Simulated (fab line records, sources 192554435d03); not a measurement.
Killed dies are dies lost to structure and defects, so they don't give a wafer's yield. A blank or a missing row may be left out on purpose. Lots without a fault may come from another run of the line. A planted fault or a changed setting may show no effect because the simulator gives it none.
fab line records | flow n5_finfet
record lots=7 wafers=21
route steps=1938 shown ZERO_LAYER@4 FIN_SAQP@147 FIN_CUT@155 SD_EPI_N@263 SD_EPI_P@301 SDB@373 DUMMY_REMOVAL@377
start_h: hours from the record's first day to the start of the lot's first wafer shown | wait_h: hours since the lot's step before | " the same as in the row above | L1.1+2: a row that stands for several wafers | - no value, or no start given | * or withheld: withheld | < > ~ a bound
route shown NAME@n: a module of which the file shows steps, and the number in the route of the first | usual: mean/standard deviation of fault-free wafers | same: alike in all rows | chamber/n: place in a boat | sites: the reading at each site | _std_site: their standard deviation | _edge_site: outer sites' mean less inner sites' | radius_mm: how far each site lies from the wafer's centre | mask NAME#n: copy n | behind: the tool/chamber that last shaped the wafer | hold: why the lot was held/for how many hours/how that ended | device: the transistor (n, p or np) that didn't switch | end of line: the same wafers' tests at the end of the route | a step without rows: its recipe alone | killed: dies lost to structure and defects at the first sort, not the wafer's yield | map: a wafer's dies, x killed, . not, _ none there
set.NAME: the setting as run; set.NAME@STEP: as run at that earlier step | model.NAME: the simulator's own value behind a step, which no gauge read
lots whose settings were changed on purpose; a table a step, a row a wafer
## steps
# step N5_ZERO_LAYER_PECVD_02
# recipe material=SiO2 target_thk_a=100 temp_c=400 precursor=SiH4/N2O pressure_torr=0.75 rf_w=275 time_s=6
# columns lot.wafer tool chamber start_h wait_h set.time_s model.SiO2_of_ZERO_LAYER_PECVD_02.thk_nm
L075.1 pecvd-02 2 18.28 0.0 6 9.858
L075.3 " 1 " " 6 10
L075.4 " 0 " " 5.207 8.613
L081.1 pecvd-01 0 54.29 0.0 6 10.25
L081.2 " 1 " " 5.602 9.333
L081.6 " 2 " " 5.602 9.526
L086.3 pecvd-02 0 84.29 0.0 6 9.943
L086.5 " 1 " " 6 10.14
L086.6 " 0 " " 6 9.99
L090.1 pecvd-01 1 108.29 0.0 6 9.691
L090.3 " 2 " " 6 9.855
L090.6 " 0 " " 6 9.839
L094.1 pecvd-03 1 132.28 0.0 5.451 9.027
L094.3 " 2 " " 6 9.918
L094.5 " 0 " " 6 10.11
L095.1 pecvd-02 0 138.28 0.0 6 10.02
L095.2 " 1 " " 6 9.988
L095.4 " 1 " " 6 10.21
L097.3 pecvd-01 2 150.28 0.0 6.61 10.81
L097.4 " 0 " " 6 10.13
L097.6 " 1 " " 6 9.719
# step N5_FIN_SAQP_FIN_ETCH_36
# recipe chemistry=HBr/Cl2/O2 target_depth_a=1200 mask_material=SiNx time_s=50.4 bias_w=102 pressure_mtorr=10 icp_w=800 HBr_flow_sccm=150 Cl2_flow_sccm=80 O2_flow_sccm=12
# columns lot.wafer tool chamber start_h wait_h set.bias_w model.SiNx_of_FIN_SAQP_HM_DEP_03.thk_nm
L075.1 rie_si-06 2 33.94 0.0 102 21.2
L075.3 " 0 " " 102 20.6
L075.4 " 3 " " 117.6 19.4
L081.1 rie_si-06 1 68.10 0.0 102 21.6
L081.2 " 2 " " 102 21.2
L081.6 " 3 " " 102 21
L086.3 rie_si-04 0 99.40 0.0 102 20.6
L086.5 " 1 " " 102 21
L086.6 " 2 " " 92.3 23
L090.1 rie_si-06 2 124.81 0.0 119.5 19.8
L090.3 " 0 " " 119.5 20.2
L090.6 " 1 " " 102 21.8
L094.1 rie_si-06 2 147.45 0.0 85.44 22.6
L094.3 " 0 " " 102 21
L094.5 " 0 " " 85.44 23.4
L095.1 rie_si-04 1 152.14 0.0 102 20.4
L095.2 " 0 " " 102 20.6
L095.4 " 3 " " 102 21.2
L097.3+6 rie_si-04 3,1 163.35 0.0 102 20.8
L097.4 " 2 " " 102 21.4
# step N5_FIN_SAQP_PRECLEAN_38
# recipe chemistry=O3/DIW time_s=45 temp_c=22 o3_ppm=10
# step N5_FIN_SAQP_PRECLEAN_45
# recipe chemistry=dHF time_s=10 dilution=500:1 temp_c=25
# columns lot.wafer tool chamber start_h wait_h set.bias_w@FIN_SAQP_FIN_ETCH_36 model.SiNx_of_FIN_SAQP_HM_DEP_03.thk_nm
L075.1 wet_bench-01 1 34.15 0.0 102 21
L075.3 " 0 " " 102 20.6
L075.4 " 3 " " 117.6 19.4
L081.1 wet_bench-05 5 68.28 0.0 102 21.4
L081.2 " 6 " " 102 21.2
L081.6 " 1 " " 102 20.8
L086.3 wet_bench-05 6 99.58 0.0 102 20.6
L086.5 " 5 " " 102 21
L086.6 " 2 " " 92.3 22.8
L090.1 wet_bench-02 3 124.98 0.0 119.5 19.8
L090.3 " 2 " " 119.5 20
L090.6 " 6 " " 102 21.6
L094.1 wet_bench-01 7 147.63 0.0 85.44 22.4
L094.3 " 5 " " 102 21
L094.5 " 6 " " 85.44 23.2
L095.1 wet_bench-01 5 152.32 0.0 102 20.4
L095.2 " 7 " " 102 20.6
L095.4 " 0 " " 102 21.2
L097.3+6 wet_bench-01 6,3 163.52 0.0 102 20.6
L097.4 " 0 " " 102 21.4
# step N5_FIN_CUT_COAT_19
# recipe resist=SiARC temp_c=220 time_s=60 spin_rpm=1500 resist_thk_nm=20
# columns lot.wafer tool chamber start_h wait_h set.spin_rpm model.SiARC_of_FIN_CUT_COAT_19.thk_nm
L075.1 litho_track-05 0 - - 1500 20
L075.3+4 " 0 " " 1583 19.4
L081.1 litho_track-02 0 - - 1413 20.6
L081.2+6 " 0 " " 1500 20
L086.3 litho_track-05 0 - - 1500 20.2
L086.5+6 " 0 " " 1500 20
L090.1+3 litho_track-02 0 - - 1500 20
L090.6 " 0 " " 1386 20.8
L094.1+3 litho_track-02 0 - - 1372 20.8
L094.5 " 0 " " 1500 20
L095.1+2+4 litho_track-05 0 - - 1500 20
L097.3+4 litho_track-05 0 - - 1500 20.2
L097.6 " 0 " " 1566 19.6
# step N5_FIN_CUT_COAT_29
# recipe resist=underlayer temp_c=205 time_s=60 spin_rpm=1500 resist_thk_nm=10
# step N5_FIN_CUT_COAT_02
# recipe resist=CAR-EUV spin_rpm=1500 resist_thk_nm=30
# step N5_FIN_CUT_DESCUM_13
# recipe chemistry=O2 time_s=7 source_power_w=50 bias_power_w=20 pressure_mtorr=20 rf_frequency_hz=2.712e+07 temp_c=40 resist=CAR-EUV o2_flow_sccm=225
# step N5_FIN_CUT_ETCH_30
# recipe chemistry=N2/H2 target=underlayer target_depth_a=130 mask_material=CAR-EUV time_s=10.4 ion_energy_ev=200 pressure_mtorr=30 source_w=840 bias_w=150 n2_flow_sccm=200 h2_flow_sccm=200 ends=cleared
# step N5_FIN_CUT_ETCH_20
# recipe chemistry=CF4 target=SiARC target_depth_a=260 mask_material=CAR-EUV time_s=43.3 ion_energy_ev=80 pressure_mtorr=40 source_w=545 bias_w=36 Ar_flow_sccm=100 cf4_flow_sccm=100 ends=cleared
# columns lot.wafer tool chamber start_h wait_h set.spin_rpm@FIN_CUT_COAT_19 model.etch.depth_nm
L075.1 rie_diel-02 1 35.52 0.0 1500 20.01
L075.3 " 2 " " 1583 19.43
L075.4 " 3 " " 1583 19.46
L081.1 rie_diel-04 1 68.96 0.0 1413 20.66
L081.2+6 " 0,2 " " 1500 20.01
L086.3 rie_diel-05 1 100.13 0.0 1500 20.12
L086.5 " 0 " " 1500 20.03
L086.6 " 2 " " 1500 19.99
L090.1 rie_diel-02 0 125.66 0.0 1500 19.98
L090.3 " 1 " " 1500 20.01
L090.6 " 0 " " 1386 20.85
L094.1 rie_diel-02 1 148.18 0.0 1372 20.86
L094.3 " 3 " " 1372 20.9
L094.5 " 0 " " 1500 19.97
L095.1 rie_diel-04 3 152.87 0.0 1500 20.07
L095.2 " 1 " " 1500 19.95
L095.4 " 0 " " 1500 20.06
L097.3 rie_diel-05 3 164.08 0.0 1500 20.18
L097.4 " 2 " " 1500 20.15
L097.6 " 1 " " 1566 19.69
# step N5_FIN_CUT_ETCH_21
# recipe chemistry=N2/H2 target=SOC target_depth_a=2190 overetch_a=438 mask_material=SiARC temp_c=40 ion_energy_ev=100 bias_w=61 time_s=523.5 pressure_mtorr=30 source_w=850 n2_flow_sccm=200 h2_flow_sccm=200
# columns lot.wafer tool chamber start_h wait_h set.spin_rpm@FIN_CUT_COAT_19 model.SiARC_of_FIN_CUT_COAT_19.thk_nm
L075.1 rie_diel-02 1 35.56 0.0 1500 12.2
L075.3+4 " 2,3 " " 1583 11.6
L081.1 rie_diel-04 1 68.99 0.0 1413 12.8
L081.2 " 0 " " 1500 11.8
L081.6 " 2 " " 1500 11.6
L086.3 rie_diel-05 1 100.17 0.0 1500 11.6
L086.5+6 " 0,2 " " 1500 12
L090.1+3 rie_diel-02 0,1 125.70 0.0 1500 12.2
L090.6 " 0 " " 1386 13.2
L094.1+3 rie_diel-02 1,3 148.22 0.0 1372 13
L094.5 " 0 " " 1500 12.4
L095.1+4 rie_diel-04 3,0 152.91 0.0 1500 11.8
L095.2 " 1 " " 1500 11.4
L097.3 rie_diel-05 3 164.11 0.0 1500 12
L097.4 " 2 " " 1500 12.2
L097.6 " 1 " " 1566 11.2
# step N5_SD_EPI_N_COAT_33
# recipe resist=SiARC temp_c=220 time_s=60 spin_rpm=1500 resist_thk_nm=35
# columns lot.wafer tool chamber start_h wait_h set.spin_rpm model.SiARC_of_SD_EPI_N_COAT_33.thk_nm
L075.1 litho_track-05 0 - - 1401 36.2
L075.3 " 0 " " 1500 35.2
L075.4 " 0 " " 1401 36.4
L081.1+2 litho_track-01 0 - - 1500 35
L081.6 " 0 " " 1334 37
L086.3+5 litho_track-02 0 - - 1351 36.8
L086.6 " 0 " " 1500 35
L090.1+3+6 litho_track-01 0 - - 1500 35
L094.1+5 litho_track-05 0 - - 1500 35
L094.3 " 0 " " 1380 36.6
L095.1+2+4 litho_track-01 0 - - 1500 35.2
L097.3+4+6 litho_track-01 0 - - 1500 35
# step N5_SD_EPI_N_EXPOSE_06
# recipe mask_id=SD_N_BLK na=1.35 source_shape=conventional sigma_outer=0.8 polarization=unpolarized target_cd_nm=120 dose_mj=39.75
# columns lot.wafer tool chamber start_h wait_h mask set.dose_mj
L075.1 arfi_scanner-02 0 57.87 - SD_N_BLK#0 40.51
L075.3+4 " 0 " " SD_N_BLK#0 39.75
L081.1+2+6 arfi_scanner-01 0 89.38 - SD_N_BLK#0 39.75
L086.3+6 arfi_scanner-01 0 124.34 - SD_N_BLK#0 41.87
L086.5 " 0 " " SD_N_BLK#0 39.75
L090.1+3+6 arfi_scanner-03 0 149.07 - SD_N_BLK#0 39.75
L094.1+3+5 arfi_scanner-03 0 175.10 - SD_N_BLK#0 39.75
L095.1+2+4 arfi_scanner-03 0 176.52 - SD_N_BLK#0 39.75
L097.3+4+6 arfi_scanner-03 0 192.43 - SD_N_BLK#0 39.75
# step N5_SD_EPI_N_PEB_07
# recipe peb_temp_c=110 peb_time_s=60 resist=CAR-ArF-block
# step N5_SD_EPI_N_DEVELOP_08
# recipe develop_time_s=30 developer=TMAH resist=CAR-ArF-block dev_temp_c=23 rinse_liquid=diw dry=air_spin
# step N5_SD_EPI_N_DESCUM_14
# recipe chemistry=O2 time_s=7.9 source_power_w=50 bias_power_w=20 pressure_mtorr=20 rf_frequency_hz=2.712e+07 temp_c=40 resist=CAR-ArF-block o2_flow_sccm=225
# step N5_SD_EPI_N_ETCH_34
# recipe chemistry=CF4 target=SiARC target_depth_a=455 mask_material=CAR-ArF-block time_s=75.8 ion_energy_ev=80 pressure_mtorr=40 source_w=545 bias_w=36 Ar_flow_sccm=100 cf4_flow_sccm=100 ends=cleared
# columns lot.wafer tool chamber start_h wait_h set.spin_rpm@SD_EPI_N_COAT_33 model.etch.depth_nm model.CAR-ArF-block_of_SD_EPI_N_COAT_03.thk_nm
L075.1 rie_diel-01 3 58.36 0.0 1401 36.24 109.2
L075.3 " 1 " " 1500 35.14 110.4
L075.4 " 2 " " 1401 36.31 109.4
L081.1 rie_diel-03 1 89.63 0.0 1500 35.02 110.6
L081.2 " 3 " " 1500 35.08 110.4
L081.6 " 0 " " 1334 37 108.8
L086.3 rie_diel-06 1 124.74 0.0 1351 36.89 109.2
L086.5 " 2 " " 1351 36.83 110
L086.6 " 1 " " 1500 35.02 111
L090.1 rie_diel-06 0 149.31 0.0 1500 35.05 111.2
L090.3 " 1 " " 1500 35.06 111.2
L090.6 " 1 " " 1500 35.04 111.4
L094.1 rie_diel-06 2 175.35 0.0 1500 35 110.4
L094.3 " 1 " " 1380 36.53 108.8
L094.5 " 3 " " 1500 35.04 110.6
L095.1 rie_diel-06 0 176.77 0.0 1500 35.25 111.2
L095.2 " 1 " " 1500 35.2 111.2
L095.4 " 3 " " 1500 35.18 111.6
L097.3 rie_diel-01 0 192.66 0.0 1500 34.95 111.6
L097.4 " 0 " " 1500 35 111.8
L097.6 " 2 " " 1500 35.05 111.4
# step N5_SD_EPI_P_PEB_07
# recipe peb_temp_c=110 peb_time_s=60 resist=CAR-ArF-block
# columns lot.wafer tool chamber start_h wait_h set.peb_time_s
L075.1+3 litho_track-04 0 62.48 0.1 70.59
L075.4 " 0 " " 60
L081.1+6 litho_track-03 0 93.87 0.1 71.39
L081.2 " 0 " " 60
L086.3+5+6 litho_track-03 0 128.99 0.0 60
L090.1 litho_track-03 0 154.29 0.1 60
L090.3+6 " 0 " " 66.51
L094.1 litho_track-03 0 179.59 0.1 60
L094.3+5 " 0 " " 66.69
L095.1+2+4 litho_track-05 0 181.01 0.1 60
L097.3 litho_track-04 0 197.64 0.0 60
L097.4+6 " 0 " " 67.15
# step N5_SD_EPI_P_DEVELOP_08
# recipe develop_time_s=30 developer=TMAH resist=CAR-ArF-block dev_temp_c=23 rinse_liquid=diw dry=air_spin
# step N5_SD_EPI_P_CD_MEAS_09
# recipe target_cd_nm=240 landing_energy_ev=500 detector=se_inlens
# usual cd_nm=239.6/0.79
# columns lot.wafer tool chamber start_h wait_h set.peb_time_s@SD_EPI_P_PEB_07 cd_nm
L075.1 cd_sem-02 0 62.55 - 70.59 244.7
L075.3 " 0 " " 70.59 245.5
L075.4 " 0 " " 60 239.1
L081.1 cd_sem-03 0 93.94 - 71.39 245.5
L081.2 " 0 " " 60 239.8
L081.6 " 0 " " 71.39 246.5
L086.3 cd_sem-02 0 129.05 - 60 238.9
L086.5 " 0 " " 60 240.6
L086.6 " 0 " " 60 239.8
L090.1 cd_sem-02 0 154.36 - 60 240.5
L090.3 " 0 " " 66.51 243.5
L090.6 " 0 " " 66.51 243.4
L094.1 cd_sem-01 0 179.66 - 60 239.3
L094.3 " 0 " " 66.69 242.6
L094.5 " 0 " " 66.69 243.2
L095.1 cd_sem-01 0 181.08 - 60 238.5
L095.2 " 0 " " 60 239.4
L095.4 " 0 " " 60 240.4
L097.3 cd_sem-03 0 197.71 - 60 239.2
L097.4 " 0 " " 67.15 242.9
L097.6 " 0 " " 67.15 242.2
# step N5_SD_EPI_P_DESCUM_14
# recipe chemistry=O2 time_s=7.9 source_power_w=50 bias_power_w=20 pressure_mtorr=20 rf_frequency_hz=2.712e+07 temp_c=40 resist=CAR-ArF-block o2_flow_sccm=225
# columns lot.wafer tool chamber start_h wait_h set.peb_time_s@SD_EPI_P_PEB_07 model.SD_EPI_P.cd_nm
L075.1 rie_diel-04 1 62.64 0.0 70.59 244.8
L075.3 " 2 " " 70.59 245.4
L075.4 " 2 " " 60 238.8
L081.1 rie_diel-02 2 94.51 0.5 71.39 245.8
L081.2 " 3 " " 60 240.2
L081.6 " 3 " " 71.39 246.6
L086.3 rie_diel-02 0 129.14 0.0 60 239.4
L086.5 " 3 " " 60 240.6
L086.6 " 2 " " 60 -
L090.1 rie_diel-05 2 154.86 0.4 60 240.6
L090.3 " 0 " " 66.51 243.6
L090.6 " 0 " " 66.51 243
L094.1 rie_diel-05 3 179.83 0.1 60 239.4
L094.3 " 2 " " 66.69 243
L094.5 " 2 " " 66.69 243.2
L095.1 rie_diel-05 1 181.17 0.0 60 238.6
L095.2 " 0 " " 60 239.6
L095.4 " 2 " " 60 240
L097.3 rie_diel-02 2 197.87 0.1 60 239
L097.4 " 3 " " 67.15 242.4
L097.6 " 0 " " 67.15 242.2
# step N5_SD_EPI_P_ETCH_36
# recipe chemistry=CF4 target=SiARC target_depth_a=455 mask_material=CAR-ArF-block time_s=75.8 ion_energy_ev=80 pressure_mtorr=40 source_w=545 bias_w=36 Ar_flow_sccm=100 cf4_flow_sccm=100 ends=cleared
# usual rf_vpp_V=184.3/1
# columns lot.wafer tool chamber start_h wait_h set.bias_w set.peb_time_s@SD_EPI_P_PEB_07 rf_vpp_V model.SD_EPI_P.cd_nm
L075.1 rie_diel-04 1 62.67 0.0 30.42 70.59 163.4 245.2
L075.3 " 2 " " 30.42 70.59 165.7 245.8
L075.4 " 2 " " 30.42 60 166.7 239.2
L081.1 rie_diel-02 2 94.55 0.0 36 71.39 182.7 245.8
L081.2 " 3 " " 36 60 185.1 240.4
L081.6 " 3 " " 36 71.39 185.4 246.8
L086.3 rie_diel-02 0 129.17 0.0 36 60 182.3 239.2
L086.5 " 3 " " 36 60 184.7 240.8
L086.6 " 2 " " 38.21 60 192.1 239.6
L090.1 rie_diel-05 2 154.89 0.0 36 60 183.2 240.4
L090.3 " 0 " " 38 66.51 191.3 243.2
L090.6 " 0 " " 36 66.51 185.1 243
L094.1 rie_diel-05 3 179.87 0.0 32.84 60 172.5 239.4
L094.3 " 2 " " 32.84 66.69 174.1 242.8
L094.5 " 2 " " 36 66.69 184.7 243
L095.1 rie_diel-05 1 181.20 0.0 36 60 183.5 238.6
L095.2 " 0 " " 36 60 186.7 239.6
L095.4 " 2 " " 36 60 184.6 240
L097.3 rie_diel-02 2 197.90 0.0 29.88 60 162.9 239
L097.4 " 3 " " 36 67.15 186.0 242.4
L097.6 " 0 " " 36 67.15 186.6 242
# step N5_SD_EPI_P_ETCH_37
# recipe chemistry=N2/H2 target=SOC overetch_a=1080 mask_material=SiARC temp_c=40 ion_energy_ev=100 source_w=3000 bias_w=133 pressure_mtorr=20 time_s=486 n2_flow_sccm=200 h2_flow_sccm=200 ends=end_point
# columns lot.wafer tool chamber start_h wait_h set.peb_time_s@SD_EPI_P_PEB_07 model.SD_EPI_P.cd_nm
L075.1 rie_diel-04 1 62.73 0.0 70.59 244.4
L075.3 " 2 " " 70.59 245.6
L075.4 " 2 " " 60 239
L081.1 rie_diel-02 2 94.60 0.0 71.39 245.6
L081.2 " 3 " " 60 239.6
L081.6 " 3 " " 71.39 247
L086.3 rie_diel-02 0 129.23 0.0 60 238.2
L086.5 " 3 " " 60 238.6
L086.6 " 2 " " 60 240
L090.1 rie_diel-05 2 154.95 0.0 60 240.6
L090.3 " 0 " " 66.51 244
L090.6 " 0 " " 66.51 244.2
L094.1 rie_diel-05 3 179.92 0.0 60 241.6
L094.3 " 2 " " 66.69 244
L094.5 " 2 " " 66.69 242.8
L095.1 rie_diel-05 1 181.26 0.0 60 238.4
L095.2 " 0 " " 60 239.6
L095.4 " 2 " " 60 239
L097.3 rie_diel-02 2 197.96 0.0 60 239.2
L097.4 " 3 " " 67.15 240.6
L097.6 " 0 " " 67.15 242.4
# step N5_SDB_ALD_29
# recipe material=SiNx target_thk_a=300 temp_c=400 ald_precursor_family=SiH2I2 ald_co_reactant=N2/H2-plasma pulse_time_s=1 ald_cycles=600 purge_time_s=2 co_reactant_purge_time_s=2 pressure_torr=2
# columns lot.wafer tool chamber start_h wait_h set.ald_cycles model.SiNx_of_SDB_ALD_29.thk_nm
L075.1+4 ald_sin-04 1,2 75.20 0.0 600 30.2
L075.3 " 3 " " 635 31.8
L081.1+2+6 ald_sin-02 3,0,1 106.50 0.0 600 30
L086.3 ald_sin-04 2 145.36 0.0 600 30.2
L086.5+6 " 2,1 146.71 1.4 528 26.4
L090.1 ald_sin-04 1 169.12 0.0 600 30.2
L090.3+6 " 3,0 " " 547 27.4
L094.1+3 ald_sin-02 3,0 193.25 0.0 600 29.8
L094.5 " 1 194.60 1.4 559 27.8
L095.1 ald_sin-02 3 196.89 0.0 600 29.6
L095.2+4 " 2,0 " " 600 29.8
L097.3+4 ald_sin-02 3,1 210.34 0.0 600 29.8
L097.6 " 3 211.69 1.4 565 28
# step N5_SDB_CMP_30
# recipe stop_on=poly-Si t_overpolish_s=1.54 post_cmp_clean=alkaline_brush down_force_psi=4.1491 platen_rpm=51.796 pad_velocity_m_s=1.0306 target_thk_nm=30
# step N5_DUMMY_REMOVAL_HM_STRIP_01
# recipe chemistry=CH3F/O2 material=SiNx target_depth_a=40 stop_on=poly-Si time_s=6.8 over_etch_frac=0.3 ion_energy_ev=60 power_w=410 bias_w=29 Ar_flow_sccm=150 CH3F_flow_sccm=30 O2_flow_sccm=20
# columns lot.wafer tool chamber start_h wait_h set.ald_cycles@SDB_ALD_29 model.SiNx_of_SDB_ALD_29.thk_nm
L075.1+4 rie_diel-05 0,1 78.42 0.2 600 29.6
L075.3 " 3 " " 635 31.2
L081.1+2+6 rie_diel-02 1,2,2 109.63 0.1 600 29.4
L086.3 rie_diel-04 3 148.45 0.0 600 29.6
L086.5 " 3 " " 528 26
L086.6 " 0 " " 528 25.8
L090.1 rie_diel-04 3 172.28 0.1 600 29.4
L090.3+6 " 0,2 " " 547 26.8
L094.1+3 rie_diel-05 2,0 196.33 0.0 600 29.2
L094.5 " 3 " " 559 27.4
L095.1 rie_diel-02 2 199.98 0.0 600 29
L095.2+4 " 0,2 " " 600 29.2
L097.3+4 rie_diel-05 0 213.43 0.0 600 29.2
L097.6 " 1 " " 565 27.4
# step N5_DUMMY_REMOVAL_STRIP_10
# recipe chemistry=N2/H2 time_s=40 power_w=100 temp_c=40 pressure_mtorr=100 rf_frequency_hz=6e+07 bias_power_w=3 n2_flow_sccm=300 h2_flow_sccm=300
# step N5_DUMMY_REMOVAL_PRECLEAN_07
# recipe chemistry=dHF time_s=30 temp_c=25 dilution=withheld
# columns lot.wafer tool chamber start_h wait_h set.ald_cycles@SDB_ALD_29 model.SiNx_of_SDB_ALD_29.thk_nm
L075.1+4 wet_bench-06 2,3 78.55 0.1 600 29.4
L075.3 " 7 " " 635 31
L081.1+2+6 wet_bench-06 7,0,6 109.76 0.1 600 29.2
L086.3 wet_bench-04 7 148.57 0.1 600 29.4
L086.5 " 2 " " 528 25.8
L086.6 " 6 " " 528 25.6
L090.1 wet_bench-03 2 172.41 0.1 600 29.4
L090.3 " 3 " " 547 26.8
L090.6 " 5 " " 547 26.6
L094.1+3 wet_bench-06 7,0 196.46 0.1 600 29
L094.5 " 1 " " 559 27.2
L095.1 wet_bench-04 3 200.11 0.1 600 28.8
L095.2 " 2 " " 600 29.2
L095.4 " 4 " " 600 29
L097.3 wet_bench-06 4 213.55 0.1 600 29.2
L097.4 " 0 " " 600 29
L097.6 " 7 " " 565 27.4
## key
split step=N5_ZERO_LAYER_PECVD_02 setting=time_s stated=6 by=wafer
response step=N5_ZERO_LAYER_PECVD_02 reading=model.SiO2_of_ZERO_LAYER_PECVD_02.thk_nm change=+0.101 per=1% r=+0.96
split step=N5_FIN_SAQP_FIN_ETCH_36 setting=bias_w stated=102 by=wafer
response step=N5_FIN_SAQP_FIN_ETCH_36 reading=model.SiNx_of_FIN_SAQP_HM_DEP_03.thk_nm change=-0.122 per=1% r=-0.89
response step=N5_FIN_SAQP_PRECLEAN_45 reading=model.SiNx_of_FIN_SAQP_HM_DEP_03.thk_nm change=-0.112 per=1% r=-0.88
split step=N5_FIN_CUT_COAT_19 setting=spin_rpm stated=1500 by=wafer
response step=N5_FIN_CUT_COAT_19 reading=model.SiARC_of_FIN_CUT_COAT_19.thk_nm change=-0.104 per=1% r=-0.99
response step=N5_FIN_CUT_ETCH_20 reading=model.etch.depth_nm change=-0.108 per=1% r=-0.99
response step=N5_FIN_CUT_ETCH_21 reading=model.SiARC_of_FIN_CUT_COAT_19.thk_nm change=-0.123 per=1% r=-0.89
split step=N5_SD_EPI_N_COAT_33 setting=spin_rpm stated=1500 by=wafer
response step=N5_SD_EPI_N_COAT_33 reading=model.SiARC_of_SD_EPI_N_COAT_33.thk_nm change=-0.183 per=1% r=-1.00
response step=N5_SD_EPI_N_ETCH_34 reading=model.etch.depth_nm change=-0.181 per=1% r=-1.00
response step=N5_SD_EPI_N_ETCH_34 reading=model.CAR-ArF-block_of_SD_EPI_N_COAT_03.thk_nm change=+0.163 per=1% r=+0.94
split step=N5_SD_EPI_N_EXPOSE_06 setting=dose_mj stated=39.75 by=wafer
response none clear
split step=N5_SD_EPI_P_PEB_07 setting=peb_time_s stated=60 by=wafer
response step=N5_SD_EPI_P_CD_MEAS_09 reading=cd_nm change=+0.317 per=1% r=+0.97
response step=N5_SD_EPI_P_DESCUM_14 reading=model.SD_EPI_P.cd_nm change=+0.317 per=1% r=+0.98
response step=N5_SD_EPI_P_ETCH_36 reading=model.SD_EPI_P.cd_nm change=+0.312 per=1% r=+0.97
response step=N5_SD_EPI_P_ETCH_37 reading=model.SD_EPI_P.cd_nm change=+0.302 per=1% r=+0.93
split step=N5_SD_EPI_P_ETCH_36 setting=bias_w stated=36 by=wafer
response step=N5_SD_EPI_P_ETCH_36 reading=rf_vpp_V change=+1.36 per=1% r=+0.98
split step=N5_SDB_ALD_29 setting=ald_cycles stated=600 by=wafer
response step=N5_SDB_ALD_29 reading=model.SiNx_of_SDB_ALD_29.thk_nm change=+0.308 per=1% r=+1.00
response step=N5_DUMMY_REMOVAL_HM_STRIP_01 reading=model.SiNx_of_SDB_ALD_29.thk_nm change=+0.295 per=1% r=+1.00
response step=N5_DUMMY_REMOVAL_PRECLEAN_07 reading=model.SiNx_of_SDB_ALD_29.thk_nm change=+0.296 per=1% r=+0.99
